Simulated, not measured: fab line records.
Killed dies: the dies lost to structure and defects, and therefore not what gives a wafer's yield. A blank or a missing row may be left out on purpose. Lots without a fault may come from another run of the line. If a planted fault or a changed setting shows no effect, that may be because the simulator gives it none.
Which tool is to blame? || flow n5 finfet || Sampling: 11 lots, 33 wafers, 5 of 1938 route steps

## WHAT THE GAUGES SHOWED, per wafer
N5_BEOL_M1_INSPECT_59: inspects for defects (darkfield).
{"lot": "L822", "measured": "day 6 13:46", "on": "defect inspect-02", "raw defect count": "77 57 47"}
{"lot": "L823", "measured": "day 6 18:58", "on": "defect inspect-01", "raw defect count": "38 62 58"}
{"lot": "L824", "measured": "day 7 07:05", "on": "defect inspect-01", "raw defect count": "84 95 93"}
{"lot": "L826", "measured": "day 7 23:06", "on": "defect inspect-02", "raw defect count": "90 38 68"}
{"lot": "L832", "measured": "day 9 02:10", "on": "defect inspect-02", "raw defect count": "52 47 38"}
{"lot": "L836", "measured": "day 10 15:02", "on": "defect inspect-01", "raw defect count": "63 33 53"}
{"lot": "L837", "measured": "day 10 15:19", "on": "defect inspect-01", "raw defect count": "62 66 76"}
{"lot": "L839", "measured": "day 11 03:46", "on": "defect inspect-01", "raw defect count": "86 110 45"}
{"lot": "L841", "measured": "day 11 08:01", "on": "defect inspect-02", "raw defect count": "81 72 45"}
{"lot": "L842", "measured": "day 11 18:10", "on": "defect inspect-01", "raw defect count": "45 67 21"}
{"lot": "L843", "measured": "day 11 20:50", "on": "defect inspect-01", "raw defect count": "67 33 46"}

N5_BEOL_M4_RC_MEAS_101.
{"lot": "L822", "measured": "day 7 18:14", "on": "prober-02", "DIBL_N (mV/V)": "35.4 36.9 38.8", "DIBL_P (mV/V)": "34.9 35.9 37.9", "IOFF_N (nA/um)": "0.115 0.139 0.175", "IOFF_P (nA/um)": "0.18 0.19 0.23", "ION_N (uA/um)": "662 667 679", "ION_P (uA/um)": "461 463 462", "SS_N (mV/dec)": "70.7 71.1 72.4", "SS_P (mV/dec)": "72.2 72.0 73.5", "VT_N (mV)": "256 254 250", "VT_P (mV)": "-253 -251 -250"}
{"lot": "L823", "measured": "day 7 23:23", "on": "prober-01", "DIBL_N (mV/V)": "34.9 36.3 36.6", "DIBL_P (mV/V)": "32.7 35.0 35.8", "IOFF_N (nA/um)": "0.118 0.145 0.162", "IOFF_P (nA/um)": "0.16 0.19 0.22", "ION_N (uA/um)": "658 676 675", "ION_P (uA/um)": "451 466 467", "SS_N (mV/dec)": "71.1 71.4 71.1", "SS_P (mV/dec)": "71.6 73.5 73.3", "VT_N (mV)": "255 252 247", "VT_P (mV)": "-254 -251 -248"}
{"lot": "L824", "measured": "day 8 18:42", "on": "prober-01", "DIBL_N (mV/V)": "36.8 35.3 34.1", "DIBL_P (mV/V)": "36.7 34.5 33.3", "IOFF_N (nA/um)": "0.151 0.128 0.108", "IOFF_P (nA/um)": "0.20 0.17 0.15", "ION_N (uA/um)": "668 657 652", "ION_P (uA/um)": "456 457 452", "SS_N (mV/dec)": "72.1 71.0 71.1", "SS_P (mV/dec)": "73.5 72.6 72.0", "VT_N (mV)": "253 254 257", "VT_P (mV)": "-252 -253 -253"}
{"lot": "L826", "measured": "day 9 16:43", "on": "prober-02", "DIBL_N (mV/V)": "37.3 38.8 37.0", "DIBL_P (mV/V)": "36.7 38.8 36.2", "IOFF_N (nA/um)": "0.142 0.179 0.137", "IOFF_P (nA/um)": "0.21 0.25 0.20", "ION_N (uA/um)": "666 688 660", "ION_P (uA/um)": "465 468 461", "SS_N (mV/dec)": "71.2 72.3 71.1", "SS_P (mV/dec)": "72.9 73.8 72.8", "VT_N (mV)": "252 249 255", "VT_P (mV)": "-248 -248 -251"}
{"lot": "L832", "measured": "day 10 23:20", "on": "prober-02", "DIBL_N (mV/V)": "35.1 32.7 35.1", "DIBL_P (mV/V)": "36.2 34.1 37.4", "IOFF_N (nA/um)": "0.152 0.119 0.175", "IOFF_P (nA/um)": "0.22 0.19 0.25", "ION_N (uA/um)": "666 669 691", "ION_P (uA/um)": "462 465 475", "SS_N (mV/dec)": "72.1 70.8 71.3", "SS_P (mV/dec)": "72.9 73.1 73.8", "VT_N (mV)": "254 252 247", "VT_P (mV)": "-247 -248 -247"}
{"lot": "L836", "measured": "day 11 21:02", "on": "prober-02", "DIBL_N (mV/V)": "38.4 37.6 35.3", "DIBL_P (mV/V)": "38.4 36.6 34.5", "IOFF_N (nA/um)": "0.191 0.158 0.130", "IOFF_P (nA/um)": "0.24 0.20 0.18", "ION_N (uA/um)": "689 674 651", "ION_P (uA/um)": "473 455 448", "SS_N (mV/dec)": "71.1 71.8 71.3", "SS_P (mV/dec)": "73.7 73.1 73.1", "VT_N (mV)": "247 251 252", "VT_P (mV)": "-250 -252 -252"}
{"lot": "L837", "measured": "day 12 12:33", "on": "prober-02", "DIBL_N (mV/V)": "36.8 38.9 37.2", "DIBL_P (mV/V)": "38.4 39.4 39.1", "IOFF_N (nA/um)": "0.179 0.191 0.189", "IOFF_P (nA/um)": "0.24 0.25 0.25", "ION_N (uA/um)": "691 688 680", "ION_P (uA/um)": "479 467 473", "SS_N (mV/dec)": "71.9 72.7 71.8", "SS_P (mV/dec)": "73.8 74.2 73.2", "VT_N (mV)": "248 248 246", "VT_P (mV)": "-248 -246 -246"}
{"lot": "L839", "measured": "day 12 13:26", "on": "prober-01", "DIBL_N (mV/V)": "33.5 34.4 33.5", "DIBL_P (mV/V)": "33.6 34.1 32.7", "IOFF_N (nA/um)": "0.129 0.130 0.115", "IOFF_P (nA/um)": "0.17 0.18 0.17", "ION_N (uA/um)": "672 676 656", "ION_P (uA/um)": "457 465 456", "SS_N (mV/dec)": "70.5 70.6 70.9", "SS_P (mV/dec)": "72.7 72.7 72.2", "VT_N (mV)": "254 253 255", "VT_P (mV)": "-252 -252 -252"}
{"lot": "L841", "measured": "day 12 20:47", "on": "prober-02", "DIBL_N (mV/V)": "35.8 33.0 35.1", "DIBL_P (mV/V)": "36.4 32.9 35.1", "IOFF_N (nA/um)": "0.151 0.107 0.144", "IOFF_P (nA/um)": "0.23 0.17 0.21", "ION_N (uA/um)": "665 649 672", "ION_P (uA/um)": "460 454 461", "SS_N (mV/dec)": "71.4 70.8 71.1", "SS_P (mV/dec)": "72.8 72.0 73.1", "VT_N (mV)": "251 252 252", "VT_P (mV)": "-247 -252 -250"}
{"lot": "L842", "measured": "day 13 10:53", "on": "prober-01", "DIBL_N (mV/V)": "34.1 38.7 34.6", "DIBL_P (mV/V)": "35.2 39.7 37.3", "IOFF_N (nA/um)": "0.132 0.234 0.162", "IOFF_P (nA/um)": "0.18 0.26 0.22", "ION_N (uA/um)": "647 708 687", "ION_P (uA/um)": "459 469 470", "SS_N (mV/dec)": "71.3 72.9 72.3", "SS_P (mV/dec)": "73.8 74.2 73.6", "VT_N (mV)": "253 244 246", "VT_P (mV)": "-253 -247 -254"}
{"lot": "L843", "measured": "day 13 18:34", "on": "prober-01", "DIBL_N (mV/V)": "37.7 36.0 35.0", "DIBL_P (mV/V)": "38.0 36.1 33.9", "IOFF_N (nA/um)": "0.210 0.178 0.142", "IOFF_P (nA/um)": "0.29 0.24 0.20", "ION_N (uA/um)": "692 681 678", "ION_P (uA/um)": "477 473 467", "SS_N (mV/dec)": "72.4 71.2 71.7", "SS_P (mV/dec)": "73.5 73.3 72.5", "VT_N (mV)": "247 246 250", "VT_P (mV)": "-245 -248 -250"}

## EACH LOT AND THE TOOL THAT RAN IT (in order: tool; ch and the chambers of the sampled wafers; start)
{"lot": "L822", "N5_BEOL_M1_SPUTTER_90": "pvd sputter-03, day 6 11:37", "N5_BEOL_M1_ANNEAL_51": "rtp anneal-01 ch 0, day 6 12:59", "N5_BEOL_M2_COAT_61": "litho track-02 ch 0, day 6 15:14"}
{"lot": "L823", "N5_BEOL_M1_SPUTTER_90": "pvd sputter-03, day 6 17:14", "N5_BEOL_M1_ANNEAL_51": "rtp anneal-02 ch 0, day 6 18:08", "N5_BEOL_M2_COAT_61": "litho track-02 ch 0, day 6 19:22"}
{"lot": "L824", "N5_BEOL_M1_SPUTTER_90": "pvd sputter-03, day 7 05:22", "N5_BEOL_M1_ANNEAL_51": "rtp anneal-01 ch 0, day 7 06:13", "N5_BEOL_M2_COAT_61": "litho track-01 ch 0, day 7 07:38"}
{"lot": "L826", "N5_BEOL_M1_SPUTTER_90": "pvd sputter-03, day 7 21:22", "N5_BEOL_M1_ANNEAL_51": "rtp anneal-02 ch 0, day 7 22:14", "N5_BEOL_M2_COAT_61": "litho track-01 ch 0, day 7 23:26"}
{"lot": "L832", "N5_BEOL_M1_SPUTTER_90": "pvd sputter-01, day 9 00:07", "N5_BEOL_M1_ANNEAL_51": "rtp anneal-02 ch 0, day 9 01:07", "N5_BEOL_M2_COAT_61": "litho track-05 ch 0, day 9 06:13"}
{"lot": "L836", "N5_BEOL_M1_SPUTTER_90": "pvd sputter-03, day 10 12:59", "N5_BEOL_M1_ANNEAL_51": "rtp anneal-02 ch 0, day 10 14:07", "N5_BEOL_M2_COAT_61": "litho track-01 ch 0, day 10 18:59"}
{"lot": "L837", "N5_BEOL_M1_SPUTTER_90": "pvd sputter-01, day 10 13:32", "N5_BEOL_M1_ANNEAL_51": "rtp anneal-02 ch 0, day 10 14:24", "N5_BEOL_M2_COAT_61": "litho track-01 ch 0, day 10 19:13"}
{"lot": "L839", "N5_BEOL_M1_SPUTTER_90": "pvd sputter-01, day 11 01:18", "N5_BEOL_M1_ANNEAL_51": "rtp anneal-01 ch 0, day 11 02:41", "N5_BEOL_M2_COAT_61": "litho track-05 ch 0, day 11 04:47"}
{"lot": "L841", "N5_BEOL_M1_SPUTTER_90": "pvd sputter-02, day 11 06:17", "N5_BEOL_M1_ANNEAL_51": "rtp anneal-02 ch 0, day 11 07:09", "N5_BEOL_M2_COAT_61": "litho track-02 ch 0, day 11 08:44"}
{"lot": "L842", "N5_BEOL_M1_SPUTTER_90": "pvd sputter-01, day 11 16:20", "N5_BEOL_M1_ANNEAL_51": "rtp anneal-02 ch 0, day 11 17:15", "N5_BEOL_M2_COAT_61": "litho track-02 ch 0, day 11 20:41"}
{"lot": "L843", "N5_BEOL_M1_SPUTTER_90": "pvd sputter-03, day 11 19:04", "N5_BEOL_M1_ANNEAL_51": "rtp anneal-01 ch 0, day 11 19:55", "N5_BEOL_M2_COAT_61": "litho track-02 ch 0, day 11 21:40"}
- N5_BEOL_M1_SPUTTER_90: material Cu, target thk 4.5 nm, time 8.29 s.
- N5_BEOL_M1_ANNEAL_51: time 90 s.
- N5_BEOL_M2_COAT_61: time 60 s, resist thk 60 nm.

## AS READ BY THE TOOLS THEMSELVES (means over the sampled wafers that have a number; for cases with no such wafer, the mark the record gives instead)
N5_BEOL_M1_SPUTTER_90.
{"lot": "L822", "tool": "pvd sputter-03", "throttle valve pct (%)": 29.5}
{"lot": "L823", "tool": "pvd sputter-03", "throttle valve pct (%)": 29.1}
{"lot": "L824", "tool": "pvd sputter-03", "throttle valve pct (%)": 29.6}
{"lot": "L826", "tool": "pvd sputter-03", "throttle valve pct (%)": 29.5}
{"lot": "L832", "tool": "pvd sputter-01", "throttle valve pct (%)": 30.8}
{"lot": "L836", "tool": "pvd sputter-03", "throttle valve pct (%)": 29.6}
{"lot": "L837", "tool": "pvd sputter-01", "throttle valve pct (%)": 30.8}
{"lot": "L839", "tool": "pvd sputter-01", "throttle valve pct (%)": 30.0}
{"lot": "L841", "tool": "pvd sputter-02", "throttle valve pct (%)": 30.7}
{"lot": "L842", "tool": "pvd sputter-01", "throttle valve pct (%)": 30.4}
{"lot": "L843", "tool": "pvd sputter-03", "throttle valve pct (%)": 29.8}

N5_BEOL_M1_ANNEAL_51.
{"lot": "L822", "tool": "rtp anneal-01", "wafer_temp_C_max": 225.9}
{"lot": "L823", "tool": "rtp anneal-02", "wafer_temp_C_max": 226.3}
{"lot": "L824", "tool": "rtp anneal-01", "wafer_temp_C_max": 226.0}
{"lot": "L826", "tool": "rtp anneal-02", "wafer_temp_C_max": 226.3}
{"lot": "L832", "tool": "rtp anneal-02", "wafer_temp_C_max": 226.3}
{"lot": "L836", "tool": "rtp anneal-02", "wafer_temp_C_max": 226.3}
{"lot": "L837", "tool": "rtp anneal-02", "wafer_temp_C_max": 226.3}
{"lot": "L839", "tool": "rtp anneal-01", "wafer_temp_C_max": 225.9}
{"lot": "L841", "tool": "rtp anneal-02", "wafer_temp_C_max": 226.8}
{"lot": "L842", "tool": "rtp anneal-02", "wafer_temp_C_max": 226.4}
{"lot": "L843", "tool": "rtp anneal-01", "wafer_temp_C_max": 225.8}

N5_BEOL_M2_COAT_61.
{"lot": "L822", "tool": "litho track-02", "spin speed rpm (rpm)": 1500.2}
{"lot": "L823", "tool": "litho track-02", "spin speed rpm (rpm)": 1500.4}
{"lot": "L824", "tool": "litho track-01", "spin speed rpm (rpm)": 1501.3}
{"lot": "L826", "tool": "litho track-01", "spin speed rpm (rpm)": 1499.9}
{"lot": "L832", "tool": "litho track-05", "spin speed rpm (rpm)": 1500.2}
{"lot": "L836", "tool": "litho track-01", "spin speed rpm (rpm)": 1811.8}
{"lot": "L837", "tool": "litho track-01", "spin speed rpm (rpm)": 1811.0}
{"lot": "L839", "tool": "litho track-05", "spin speed rpm (rpm)": 1500.1}
{"lot": "L841", "tool": "litho track-02", "spin speed rpm (rpm)": 1499.9}
{"lot": "L842", "tool": "litho track-02", "spin speed rpm (rpm)": 1501.6}
{"lot": "L843", "tool": "litho track-02", "spin speed rpm (rpm)": 1501.4}

## THE ANSWER, worked out from the rows above alone
Rule: what is usual is taken from the lots themselves. Put in order of their means at a reading, lots are off if they are a third of the lots or fewer, leave a main group of 4 or more, and stand apart from it by a gap of 3 or more times the standard deviation of the main group's means; of several such gaps the widest counts. If all means in a main group match to the digits the tables above print for the reading, that group is not used. Also off: a lot with no number at a reading for which 4 or more lots have one. Where the step has rows for the other lots, those lots are counted as sound. The gauges are gone through in route order, then the tools' own readings, and for those a lot's mean is taken as printed above. The first step at which some lot is off is used, and at that step the reading that is off furthest; a lot without a number counts as furthest.
Off, at N5_BEOL_M2_COAT_61 on spin speed rpm: L836, L837. Main group: mean 1500.6 rpm, sd 0.64.
A tool fits if, at that step or a process step before it, it ran every lot that is off, and no sound lot after the first of them. One candidate fits, namely litho track-01 at N5_BEOL_M2_COAT_61. Its last sound lot is L826 (day 7 23:26), its first lot that is off L836 (day 10 18:59): a fault that began between those two fits.
On the lots that are off, the tool's own readings at N5_BEOL_M2_COAT_61 differ by more than 5 times the standard deviation of the sound lots' means, which bears it out; spin speed rpm reads 1811.4 rpm there versus 1500.6 rpm on the sound lots.

## WHAT THE SIMULATOR PUT IN
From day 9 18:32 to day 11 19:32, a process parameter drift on litho track-01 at N5_BEOL_M2_COAT_61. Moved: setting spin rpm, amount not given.
Struck lots among those shown: L836, L837. The rule above reached the same finding.
